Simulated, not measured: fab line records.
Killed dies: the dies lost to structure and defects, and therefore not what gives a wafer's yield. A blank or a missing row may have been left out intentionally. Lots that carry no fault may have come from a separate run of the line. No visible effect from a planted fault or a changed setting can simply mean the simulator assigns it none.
Chamber matching + flow nand_harc + NHARC_P_M0_STRIP_18 on rie_diel-10: 4 sister chambers
The step strips in N2/H2. 8 wafers are shown with their chamber, then 8 later ones without.

== WAFERS WITH THEIR CHAMBER ==
| wafer  | chamber | showerhead_plenum_p_Torr (Torr) | drypump_motor_current_A (A) |
|--------|---------|---------------------------------|-----------------------------|
| L144.1 | 1       | 1.93                            | 5.2                         |
| L144.4 | 2       | 2.17                            | 6.6                         |
| L145.1 | 3       | 1.96                            | 5.8                         |
| L145.3 | 1       | 1.93                            | 5.2                         |
| L146.3 | 0       | 2.18                            | 6.3                         |
| L146.5 | 0       | 2.18                            | 6.3                         |
| L146.6 | 3       | 1.96                            | 5.8                         |
| L149.1 | 2       | 2.16                            | 6.7                         |

== WAFERS WITH NO CHAMBER GIVEN ==
| wafer  | showerhead_plenum_p_Torr (Torr) | drypump_motor_current_A (A) |
|--------|---------------------------------|-----------------------------|
| L149.2 | 1.93                            | 5.3                         |
| L149.6 | 1.93                            | 5.2                         |
| L150.1 | 1.96                            | 5.8                         |
| L150.3 | 2.16                            | 6.6                         |
| L150.5 | 1.96                            | 5.8                         |
| L151.1 | 1.93                            | 5.2                         |
| L151.2 | 2.18                            | 6.3                         |
| L151.5 | 2.16                            | 6.6                         |

== CHAMBER TAKEN BY EACH ==
| wafer  | from the rows above | in truth |
|--------|---------------------|----------|
| L149.2 | 1                   | 1        |
| L149.6 | 1                   | 1        |
| L150.1 | 3                   | 3        |
| L150.3 | 2                   | 2        |
| L150.5 | 3                   | 3        |
| L151.1 | 1                   | 1        |
| L151.2 | 0                   | 0        |
| L151.5 | 2                   | 2        |
Placed correctly: 8 of 8. Not placeable from these rows: 0. Placed wrongly: 0.
How it was worked out, from the rows above alone: a wafer's distance from a chamber is the root of the sum, over the readings, of the square of ((its reading less the chamber's mean) divided by the reading's scatter). If the next closest chamber is less than 2 further off than the closest, the wafer can't be placed; otherwise it belongs to the closest. The mean given for a chamber averages the wafers shown for that chamber. How the scatter is found: for the shown wafers, subtract from each reading the mean of its chamber, square and add these, divide the total by (wafers less chambers), then take the root.
